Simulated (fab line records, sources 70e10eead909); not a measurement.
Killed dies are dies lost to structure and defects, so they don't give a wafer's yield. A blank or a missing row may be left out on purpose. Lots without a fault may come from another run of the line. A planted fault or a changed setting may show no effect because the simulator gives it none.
A struck lot beside a sound one | flow nand_harc | 18 steps out of a route of 1159
Sound: wafers L879.2, L879.3, L879.4. Struck: wafer L880.3. (L880.4, L880.5 of the same lot were not struck and are left out.) The cause comes at the end.
At each step with rows: each side's tool, then ch and its chambers, then its first start. Under that, the readings that differ: sound wafers | struck wafers | difference of the means | sigmas: that difference in standard deviations of wafers without a fault.
alike: readings whose means differ by less than 2 such deviations, and words and numbers that are the same on both sides. not compared: withheld readings, readings that some wafer has no value for, bounds like >300 that may hide the same value, and numbers for which the record gives no deviation and whose values overlap.
The two part at a step that has a row with sigmas, a row that says differs or no value, or rows on one side only. Numbers that don't overlap but have no deviation are shown without sigmas and don't part them. A reading that every wafer of one side lacks parts them only if that side has two wafers or more.

NHARC_A_SGD_CUT_CD_MEAS_09: target cd 100 nm.
  sound on cd_sem-01 ch 0, day 14 13:04; struck on cd_sem-02 ch 0, day 14 22:08
  alike: cd_nm
NHARC_A_SGD_CUT_OVL_MEAS_10:
  sound on overlay-02, day 14 13:10; struck on overlay-01, day 14 22:13
  alike: overlay_x_nm, overlay_y_nm
NHARC_A_SGD_CUT_INSPECT_11:
  sound on defect_inspect-01, day 14 13:12; struck on defect_inspect-01, day 14 22:15
  alike: raw_defect_count
NHARC_A_SGD_CUT_DESCUM_14: chemistry O2, time 3 s.
  sound on rie_diel-03 ch 0,2,3, day 14 13:16; struck on rie_diel-01 ch 3, day 14 22:19
  reading                     | sound       | struck | difference | sigmas
  drypump_motor_current_A (A) | 5.6 5.9 5.3 | 6.8    | +1.2       | +2
  rf_hours_counter_h (h)      | 7 6 8       | 1      | -6         |
  alike: oes_product_au, rf_vpp_V, showerhead_plenum_p_Torr, throttle_valve_pct
NHARC_A_SGD_CUT_ETCH_58: etches the open film in CF4, target depth 39 nm, time 65 s.
  sound on rie_diel-03 ch 1,2,3, day 14 13:20; struck on rie_diel-01 ch 1, day 14 22:25
  reading                | sound | struck | difference | sigmas
  rf_hours_counter_h (h) | 6 6 8 | 1      | -6         |
  alike: drypump_motor_current_A, oes_product_au, rf_vpp_V, showerhead_plenum_p_Torr, throttle_valve_pct
NHARC_A_SGD_CUT_ETCH_59: etches the open film in N2/H2, target depth 260 nm, time 406.25 s.
  sound on rie_diel-03 ch 0,1,2; struck on rie_diel-01 ch 2
  reading                | sound | struck | difference | sigmas
  rf_hours_counter_h (h) | 6 6 7 | 1      | -5         |
  alike: drypump_motor_current_A, oes_product_au, rf_vpp_V, showerhead_plenum_p_Torr, throttle_valve_pct
NHARC_A_SGD_CUT_ETCH_15: etches the open film in CH3F/O2, target depth 75 nm, time 64.3 s.
  sound on rie_diel-03 ch 0,1,3; struck on rie_diel-01 ch 0
  reading                | sound                | struck | difference | sigmas
  rf_hours_counter_h (h) | 7 8 6                | 1      | -6         |
  throttle_valve_pct (%) | 20.649 20.658 20.645 | 20.680 | +0.029     | +3
  alike: drypump_motor_current_A, oes_product_au, rf_vpp_V, showerhead_plenum_p_Torr
NHARC_A_SGD_CUT_ETCH_16: etches the open film in C4F8/O2/Ar, target depth 310.5 nm, time 155.2 s.
  sound on rie_diel-03 ch 0,1,2; struck on rie_diel-01 ch 2
  reading                | sound | struck | difference | sigmas
  rf_hours_counter_h (h) | 8 7 6 | 1      | -6         |
  alike: oes_product_au, rf_vpp_V
then, 4 steps without rows for these wafers: NHARC_A_SGD_CUT_STRIP_60 (strips in C4F8/O2/Ar); NHARC_A_SGD_CUT_STRIP_17 (strips in O2); NHARC_A_SGD_CUT_PRECLEAN_18 (cleans in SC1); NHARC_A_SGD_CUT_SRD_19.
NHARC_A_SGD_CUT_DEP_20: deposits SiO2, target thk 150 nm.
  sound on fcvd-02 ch 0,1, day 14 14:38; struck on fcvd-02 ch 0,1, day 14 23:29
then, 1 step without rows for these wafers: NHARC_A_SGD_CUT_ANNEAL_27 (time 1800 s).
NHARC_A_SGD_CUT_CMP_21: polishes, target thk 148.19 nm.
  sound on cmp-04 ch 0,1,3, day 14 18:29; struck on cmp-04 ch 2, day 15 05:30
  reading                | sound    | struck | difference | sigmas
  time_to_endpoint_s (s) | 52 52 48 | 9      | -42        | -11
  alike: motor_current_A, pad_life_wafers, retaining_ring_pressure_frac
NHARC_A_SGD_CUT_THK_MEAS_22: measures by ellipsometry.
  sound on film_metro-02, day 14 18:44; struck on film_metro-02, day 15 05:43
  reading     | sound             | struck | difference | sigmas
  thk_nm (nm) | 146.4 147.7 146.5 | 51.5   | -95.4      | -56
then, 1 step without rows for these wafers: NHARC_A_SGD_CUT_SRD_23.
-- the record jumps here: 5 days lie between the struck wafers' starts before and after (it left off in module A_SGD_CUT and takes up again in module END, whose first step shown is number 1159 of the route) --
NHARC_END_SORT_01:
  sound on prober-01 ch 0, day 20 09:13; struck on prober-02 ch 0, day 20 02:51
  alike: killed_at_array, killed_at_other, killed_at_periphery, killed_dies, killed_open, killed_short

WHERE THEY PART
First at NHARC_A_SGD_CUT_DESCUM_14; last, within this record, at NHARC_A_SGD_CUT_THK_MEAS_22. Later steps at which nothing parts them and some readings are alike: NHARC_END_SORT_01.

WHY: what the simulator had put in
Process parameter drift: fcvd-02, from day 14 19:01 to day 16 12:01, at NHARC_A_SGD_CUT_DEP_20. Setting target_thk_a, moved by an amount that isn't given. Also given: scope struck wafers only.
